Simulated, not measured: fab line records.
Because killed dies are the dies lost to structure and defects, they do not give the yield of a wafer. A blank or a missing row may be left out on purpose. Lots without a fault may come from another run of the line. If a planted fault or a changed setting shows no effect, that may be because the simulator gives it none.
Chamber matching | flow nand harc | pecvd-02 running NHARC_P_M1_DEP_33: 3 sister chambers
The step deposits SiCN, target thk 30 nm. 3 wafers are shown with their chamber, then 8 later ones without.

## EACH WAFER AND ITS CHAMBER
wafer  | chamber | heater power w (W)
L085.5 | 0       | 491
L085.4 | 1       | 451
L089.2 | 2       | 640

## WAFERS WITH NO CHAMBER GIVEN
wafer  | heater power w (W)
L089.4 | 531
L089.5 | 555
L097.1 | 558
L097.2 | 457
L097.3 | 574
L097.4 | 566
L097.5 | 457
L097.6 | 571

## WHICH CHAMBER EACH ONE RAN IN
wafer  | from the rows above          | in truth
L089.4 | can't be placed: 0 or 1 or 2 | 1
L089.5 | can't be placed: 0 or 2 or 1 | 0
L097.1 | can't be placed: 0 or 2 or 1 | 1
L097.2 | can't be placed: 1 or 0      | 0
L097.3 | can't be placed: 2 or 0 or 1 | 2
L097.4 | can't be placed: 2 or 0 or 1 | 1
L097.5 | can't be placed: 1 or 0      | 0
L097.6 | can't be placed: 2 or 0 or 1 | 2
Placed correctly: 0 of 8. These rows do not allow placing 8 (true chamber among the candidates in 8). Placed wrongly: 0.
How it was worked out, from the rows above alone: a wafer's distance from a chamber is the root of the sum, over the readings, of the square of ((its reading less the chamber's mean) divided by the reading's scatter). The wafer belongs to the nearest chamber; if the next one is less than 2 further off, it can't be placed. Each chamber's mean is taken over the wafers shown for it. The scatter: with one shown wafer a chamber, the root of the mean of the squares of how far each hidden wafer lies from its nearest shown one.
